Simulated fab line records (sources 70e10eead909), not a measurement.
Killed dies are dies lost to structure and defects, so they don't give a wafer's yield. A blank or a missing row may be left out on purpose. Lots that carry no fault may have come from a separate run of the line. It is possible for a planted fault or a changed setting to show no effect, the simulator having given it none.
fab line records	flow nand_harc
record: lots: 13	wafers: 39	last_day: 32
route steps=1302 shown A_M1@1189 A_BONDPAD@1219 END@1302
lots that met no fault: from a run of the same line without faults
start_h: hours from the record's opening day to when the first of the lot's shown wafers began	wait_h: how many hours have passed since the lot's step before this one	" unchanged from the row above	L1.1+2: several wafers, shown together as one row	- no value present, or no start provided	* or withheld: withheld	< > ~ a bound
route shown NAME@n: names a module that has steps shown in the file, with the first one's number in the route	usual: mean/standard deviation of fault-free wafers	same: alike in all rows	chamber/n: place in a boat	sites: readings site by site	_std_site: how widely they spread, as a standard deviation	_edge_site: the outer-site mean with the inner-site mean subtracted	radius_mm: for every site, how far away it sits from the centre of the wafer	mask NAME#n: copy n	behind: tool/chamber where the wafer was last shaped	hold: the reason the lot was held/the length of the hold in hours/how it ended	device: names the non-switching transistor (n, p or np)	end of line: tests of these same wafers at the route's end	a step with no rows: only its recipe	killed: count of dies lost to structure and defects at first sort (not the wafer's yield)	map: dies across one wafer; x = killed, . = not, _ = none there
set.NAME: the setting that was run; set.NAME@STEP: the one run at that earlier step	model.NAME: the simulator's own value behind a step, which no gauge read
one table for each step of the route and one row for each wafer, over a sample of lots
services: the hour from which a tool's chamber was out of use, counted from the record's first day as start_h (under 0 if before that day), plus the number of hours and why
== steps ==
step: NHARC_A_M1_DEGAS_29
recipe: temp_c: 250	time_s: 60
usual: heater_power_w: 328/38
lot.wafer	tool	chamber	start_h	wait_h	heater_power_w
L418.2	pvd_sputter-01	-	530.54	-	339
L418.3	"	-	"	"	389
L418.6	"	-	"	"	335
L420.1	pvd_sputter-03	-	541.71	-	361
L420.5	"	-	"	"	319
L420.6	"	-	"	"	386
L419.1	pvd_sputter-02	-	545.86	-	330
L419.4	"	-	"	"	303
L419.6	"	-	"	"	309
L421.1	pvd_sputter-01	-	557.21	-	262
L421.6	"	-	"	"	258
L421.5	"	-	"	"	304
L423.2	pvd_sputter-03	-	562.72	-	368
L423.3	"	-	"	"	303
L423.6	"	-	"	"	312
L424.1	pvd_sputter-03	-	579.25	-	320
L424.2	"	-	"	"	367
L424.6	"	-	"	"	331
L426.2	pvd_sputter-01	-	603.99	-	340
L426.3	"	-	"	"	303
L426.6	"	-	"	"	352
L425.1	pvd_sputter-01	-	619.54	-	376
L425.3	"	-	"	"	247
L425.5	"	-	"	"	345
L428.1	pvd_sputter-02	-	637.67	-	342
L428.2	"	-	"	"	314
L428.6	"	-	"	"	347
L429.3	pvd_sputter-01	-	641.75	-	306
L429.1	"	-	"	"	374
L429.2	"	-	"	"	243
L431.3	pvd_sputter-02	-	660.85	-	356
L431.5	"	-	"	"	331
L431.6	"	-	"	"	296
L436.3	pvd_sputter-02	-	714.23	-	327
L436.4	"	-	"	"	340
L436.1	"	-	"	"	351
L439.1	pvd_sputter-02	-	737.80	-	352
L439.4	"	-	"	"	288
L439.5	"	-	"	"	355
step: NHARC_A_BONDPAD_ETCH_34
recipe: target_depth_a: 600	overetch_a: 180	time_s: 65.91	ion_energy_ev: 200	n2_flow_sccm: 150	h2_flow_sccm: 150	ar_flow_sccm: 0	rf_w: 400	bias_w: 150	chemistry: N2/H2
usual: drypump_motor_current_A: 5.5/0.42	mfc_ar_sccm: 0.011/0.017	oes_product_au: 1.001/0.011	rf_vpp_V: 428.9/1.8	run_length_s: 87.2/0.44	showerhead_plenum_p_Torr: 1.98/0.059	throttle_valve_pct: 14.172/0.0089
lot.wafer	tool	chamber	start_h	wait_h	drypump_motor_current_A	mfc_ar_sccm	oes_product_au	rf_hours_counter_h	rf_vpp_V	run_length_s	showerhead_plenum_p_Torr	throttle_valve_pct
L418.3	rie_diel-05	0	534.52	0.1	4.8	0.038	0.984	4	428.5	87.7	1.98	14.164
L418.2	"	1	"	"	5.5	0.000	0.993	4	428.6	86.4	1.96	14.167
L418.6	"	2	"	"	5.8	0	0.999	-	428.7	87.5	1.94	14.188
L420.1	rie_diel-06	2	546.38	0.1	6.0	0.008	0.997	9	426.9	87.0	1.92	14.186
L420.6	"	1	"	"	5.3	0.045	0.989	-	428.8	87.8	1.99	14.172
L420.5	"	2	"	"	6.0	0.008	0.999	-	426.5	86.6	1.92	14.166
L419.4	rie_diel-05	3	549.55	0.1	5.9	0	0.992	4	430.6	87.5	2.02	14.160
L419.1	"	0	"	"	4.8	0.038	0.982	5	428.1	87.2	1.98	14.164
L419.6	"	2	"	"	5.8	0	0.993	-	428.9	87.7	1.94	14.183
L421.1	rie_diel-05	2	561.29	0.1	5.8	0	0.995	4	427.9	87.8	1.94	14.187
L421.5	"	2	"	"	5.8	0	0.992	-	427.4	87.5	1.94	14.155
L421.6	"	3	"	"	5.8	0	0.995	-	431.0	87.5	2.02	14.177
L423.3	rie_diel-05	0	566.36	0.1	4.8	0.038	0.991	5	428.6	87.0	1.98	14.167
L423.2	"	2	"	"	5.8	0	0.989	5	428.6	87.7	1.94	14.167
L423.6	"	1	"	"	5.5	0.000	0.984	-	428.2	86.7	1.96	14.170
L424.2	rie_diel-06	3	582.91	0.1	5.6	0	0.989	12	428.2	86.8	1.92	14.174
L424.1	"	0	"	"	4.9	0.007	1.006	12	435.8	87.5	2.20	14.178
L424.6	"	2	"	"	6.0	0.008	0.981	-	426.6	86.7	1.92	14.175
L426.2	rie_diel-05	0	607.66	0.1	4.8	0.038	0.991	0	428.9	87.5	1.98	14.180
L426.3	"	3	"	"	5.9	0	1.007	1	428.7	87.6	2.02	14.165
L426.6	"	0	"	"	4.8	0.038	1.000	-	428.5	87.4	1.98	14.169
L425.1	rie_diel-05	1	623.31	0.1	5.5	0.000	1.005	1	428.1	86.8	1.96	14.167
L425.3	"	2	"	"	5.8	0	1.010	1	428.4	87.5	1.94	14.174
L425.5	"	1	"	"	5.5	0.000	1.015	-	429.3	86.5	1.96	14.174
L428.1	rie_diel-06	2	641.49	0.1	6.0	0.008	0.997	23	426.8	86.8	1.91	14.168
L428.2	"	3	"	"	5.6	0	0.990	24	427.9	87.2	1.91	14.161
L428.6	"	2	"	"	6.0	0.008	0.995	-	426.1	86.7	1.91	14.169
L429.1	rie_diel-05	0	645.54	0.1	4.8	0.038	1.004	1	427.3	87.6	1.98	14.175
L429.2	"	1	"	"	5.5	0.000	1.006	1	428.7	86.6	1.96	14.183
L429.3	"	3	"	"	5.9	0	1.007	1	429.2	87.0	2.02	14.187
L431.3	rie_diel-05	0	664.84	0.1	4.8	0.038	1.011	1	430.2	87.0	1.98	14.168
L431.5	"	0	"	"	4.8	0.038	1.014	-	428.1	87.5	1.98	14.173
L431.6	"	1	"	"	5.5	0.000	1.023	-	429.4	86.9	1.96	14.167
L436.4	rie_diel-11	2	718.01	0.1	6.0	0	1.007	38	433.3	87.3	2.14	14.181
L436.3	"	0	"	"	5.3	0.009	1.009	35	427.3	87.9	1.90	14.178
L436.1	"	1	"	"	6.4	0	1.013	37	433.6	86.7	2.16	14.167
L439.4	rie_diel-05	0	741.59	0.1	4.8	0.038	1.005	3	429.2	87.5	1.98	14.163
L439.1	"	2	"	"	5.8	0	1.013	3	427.9	87.4	1.94	14.171
L439.5	"	0	"	"	4.8	0.038	0.992	-	429.0	70.4	1.98	14.170
step: NHARC_A_BONDPAD_PRE_CLEAN_26
recipe: time_s: 30	temp_c: 280	gas: H2/He
usual: heater_power_w: 406/54
lot.wafer	tool	chamber	start_h	wait_h	heater_power_w
L418.3	pvd_sputter-02	-	-	-	397
L418.2	"	-	"	"	437
L418.6	"	-	"	"	418
L420.1	pvd_sputter-01	-	-	-	312
L420.6	"	-	"	"	469
L420.5	"	-	"	"	316
L419.4	pvd_sputter-01	-	-	-	479
L419.1	"	-	"	"	315
L419.6	"	-	"	"	496
L421.1	pvd_sputter-01	-	-	-	411
L421.6	"	-	"	"	321
L421.5	"	-	"	"	385
L423.3	pvd_sputter-01	-	-	-	411
L423.2	"	-	"	"	309
L423.6	"	-	"	"	408
L424.2	pvd_sputter-02	-	-	-	378
L424.1	"	-	"	"	435
L424.6	"	-	"	"	406
L426.2	pvd_sputter-03	-	-	-	448
L426.3	"	-	"	"	390
L426.6	"	-	"	"	454
L425.3	pvd_sputter-01	-	-	-	368
L425.1	"	-	"	"	418
L425.5	"	-	"	"	452
L428.2	pvd_sputter-03	-	-	-	373
L428.1	"	-	"	"	473
L428.6	"	-	"	"	450
L429.1	pvd_sputter-03	-	-	-	378
L429.2	"	-	"	"	396
L429.3	"	-	"	"	457
L431.3	pvd_sputter-03	-	-	-	461
L431.5	"	-	"	"	455
L431.6	"	-	"	"	374
L436.1	pvd_sputter-03	-	-	-	370
L436.3	"	-	"	"	397
L436.4	"	-	"	"	466
L439.4	pvd_sputter-02	-	-	-	439
L439.1	"	-	"	"	427
L439.5	"	-	"	"	435
step: NHARC_A_BONDPAD_ANNEAL_28
recipe: temp_c: 225	time_s: 90
usual: wafer_temp_C_max: 226.4/0.48
lot.wafer	tool	chamber	start_h	wait_h	wafer_temp_C_max
L418.2	rtp_anneal-02	0	536.20	0.4	226.4
L418.3	"	0	"	"	227.2
L418.6	"	0	"	"	226.4
L420.1	rtp_anneal-01	0	547.96	0.3	226.0
L420.5	"	0	"	"	225.8
L420.6	"	0	"	"	225.7
L419.1	rtp_anneal-02	0	551.15	0.3	226.8
L419.4	"	0	"	"	226.4
L419.6	"	0	"	"	226.3
L421.1	rtp_anneal-01	0	562.88	0.3	226.0
L421.5	"	0	"	"	225.8
L421.6	"	0	"	"	226.3
L423.2	rtp_anneal-01	0	568.04	0.4	226.0
L423.3	"	0	"	"	225.9
L423.6	"	0	"	"	226.0
L424.1	rtp_anneal-01	0	584.49	0.3	225.6
L424.2	"	0	"	"	226.5
L424.6	"	0	"	"	226.1
L426.2	rtp_anneal-02	0	609.33	-	228.0
L426.3	"	0	"	"	226.9
L426.6	"	0	"	"	227.4
L425.1	rtp_anneal-02	0	624.90	-	226.9
L425.3	"	0	"	"	226.3
L425.5	"	0	"	"	227.3
L428.1	rtp_anneal-02	0	643.08	0.3	227.2
L428.2	"	0	"	"	226.8
L428.6	"	0	"	"	226.9
L429.1	rtp_anneal-02	0	647.15	-	227.0
L429.2	"	0	"	"	226.5
L429.3	"	0	"	"	226.2
L431.3	rtp_anneal-02	0	666.54	-	226.8
L431.5	"	0	"	"	226.6
L431.6	"	0	"	"	226.1
L436.1	rtp_anneal-01	0	719.61	0.3	226.1
L436.3	"	0	"	"	226.2
L436.4	"	0	"	"	226.3
L439.1	rtp_anneal-02	0	743.18	-	226.3
L439.4	"	0	"	"	226.5
L439.5	"	0	"	"	226.7
step: NHARC_END_SORT_01
recipe: temp_c: 25
usual: defect_limited_yield: 90/3.1	killed_at_array: 61/20	killed_at_other: 0.9/1.1	killed_at_periphery: 3.7/2.5	killed_dies: 65/21	killed_open: 3.3/1.8	killed_short: 2.3/1.5
same: gross_dies: 677
lot.wafer	tool	chamber	start_h	wait_h	defect_limited_yield[%]	killed_at_array	killed_at_other	killed_at_periphery	killed_dies	killed_open	killed_short
L419.1	prober-01	0	582.11	2.5	93	46	0	4	50	3	4
L419.4	prober-01	0	584.52	3.4	91	59	0	0	59	4	2
L419.6	prober-01	0	586.12	4.0	93	47	0	2	49	3	3
L424.1	prober-02	0	633.63	2.5	91	60	0	2	62	3	3
L424.2	prober-02	0	634.44	2.8	89	72	0	1	73	1	5
L424.6	prober-02	0	637.71	4.1	88	76	1	4	81	5	4
L429.2	prober-02	0	676.16	2.8	94	37	0	5	42	3	1
L428.2	prober-01	0	676.15	2.8	88	77	1	6	84	3	1
killed by level:class
L419.1 A_CHANNEL_HOLE_D2:chamber_film_flake=28 A_CONTACT:chamber_film_flake=5 P_CONTACT:geometric_particle:open=3 A_CHANNEL_HOLE_D1:chamber_film_flake=3 A_DECK1_JOINT:geometric_particle:short=2 A_DECK1_JOINT:chamber_film_flake=2 A_M0:chamber_film_flake=2 A_CHANNEL_FILL_D1:geometric_particle:short=1
L419.4 A_CHANNEL_HOLE_D2:chamber_film_flake=38 A_CHANNEL_HOLE_D1:chamber_film_flake=4 A_WL_FILL:chamber_film_flake=3 A_M0:chamber_film_flake=3 A_DECK1_JOINT:geometric_particle:short=2 A_CONTACT:chamber_film_flake=2 A_ONON_D1:geometric_particle:open=1 A_DECK1_JOINT:geometric_particle:open=1
L419.6 A_CHANNEL_HOLE_D2:chamber_film_flake=30 A_CONTACT:chamber_film_flake=4 A_WL_FILL:geometric_particle:open=2 A_M1:geometric_particle:short=2 A_STAIRCASE:chamber_film_flake=2 A_CHANNEL_FILL_D1:geometric_particle:short=1 A_CHANNEL_FILL_D2:geometric_particle:open=1 P_GATE:chamber_film_flake=1
L424.1 A_CHANNEL_HOLE_D2:chamber_film_flake=26 A_SLIT:chamber_film_flake=22 A_CHANNEL_HOLE_D1:chamber_film_flake=5 A_CHANNEL_FILL_D2:geometric_particle:short=2 P_M0:geometric_particle:open=1 A_ONON_D1:geometric_particle:short=1 A_CHANNEL_FILL_D1:geometric_particle:open=1 A_M0:geometric_particle:open=1
L424.2 A_CHANNEL_HOLE_D2:chamber_film_flake=31 A_SLIT:chamber_film_flake=25 A_CHANNEL_HOLE_D1:chamber_film_flake=4 A_STAIRCASE:chamber_film_flake=4 A_ONON_D2:geometric_particle:short=2 A_DECK1_JOINT:chamber_film_flake=2 P_STI:geometric_particle:short=1 A_SOURCE_PLATE:geometric_particle:short=1
L424.6 A_CHANNEL_HOLE_D2:chamber_film_flake=31 A_SLIT:chamber_film_flake=25 A_CHANNEL_HOLE_D1:chamber_film_flake=7 A_CHANNEL_FILL_D2:geometric_particle:short=2 A_CONTACT:geometric_particle:open=2 P_GATE:chamber_film_flake=2 A_STAIRCASE:chamber_film_flake=2 A_SOURCE_PLATE:geometric_particle:short=1
L428.2 A_SLIT:chamber_film_flake=33 A_CHANNEL_HOLE_D1:chamber_film_flake=32 A_CHANNEL_HOLE_D2:chamber_film_flake=5 P_GATE:chamber_film_flake=4 A_CHANNEL_HOLE_D2:unspecified=2 A_STAIRCASE:chamber_film_flake=2 P_CONTACT:geometric_particle:open=1 A_ONON_D2:geometric_particle:short=1
L429.2 A_CHANNEL_HOLE_D2:chamber_film_flake=16 A_CONTACT:chamber_film_flake=9 A_CHANNEL_HOLE_D1:chamber_film_flake=4 A_CHANNEL_FILL_D1:chamber_film_flake=4 P_GATE:chamber_film_flake=3 P_GATE:geometric_particle:open=1 A_BLC:geometric_particle:open=1 A_M0:geometric_particle:open=1
== services ==
tool	chamber	start_h	hours	kind
rie_diel-05	0	513.67	-	clean
rie_diel-05	1	513.67	-	clean
rie_diel-05	2	513.67	-	clean
rie_diel-05	3	513.67	-	clean
pvd_sputter-01	-	519.07	3.4	repair
pvd_sputter-03	-	526.44	10.0	pm
rie_diel-05	3	529.86	7.3	repair
rie_diel-05	0	538.17	-	clean
rie_diel-05	1	538.17	-	clean
rie_diel-11	2	564.00	30.2	repair
pvd_sputter-01	-	582.07	10.0	pm
rie_diel-05	-	583.62	9.0	pm
rie_diel-05	0	595.95	1.7	repair
rie_diel-06	0	600.53	8.0	repair
pvd_sputter-03	-	603.94	1.4	repair
rie_diel-11	1	609.25	2.6	repair
rie_diel-11	-	614.22	9.0	pm
pvd_sputter-02	-	638.04	10.0	pm
rie_diel-06	-	661.23	9.0	pm
rie_diel-11	0	666.53	5.0	repair
pvd_sputter-03	-	704.44	10.0	pm
rie_diel-11	2	724.01	20.3	repair
rie_diel-11	0	730.90	4.9	repair
rie_diel-06	2	743.08	4.0	repair
== key ==
first_sign: step: NHARC_A_BONDPAD_ETCH_34	reading: run_length_s	direction: down	sigmas: 38	usual: *	struck: *
effect none on later readings
met_at NHARC_A_BONDPAD_ETCH_34
struck_lots L439
struck_wafers L439.5
not_acting_at NHARC_A_M1_DEGAS_29,NHARC_A_BONDPAD_PRE_CLEAN_26,NHARC_A_BONDPAD_ANNEAL_28
onset_between 664.84 741.59
fault: kind: process_parameter_drift	tool: rie_diel-05	chamber: -	onset_h: 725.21	steps: NHARC_A_BONDPAD_ETCH_34	channel: time_s	offset: *	shape: step	end_h: 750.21	scope: struck_wafers_only	acts_in: *	stated: *
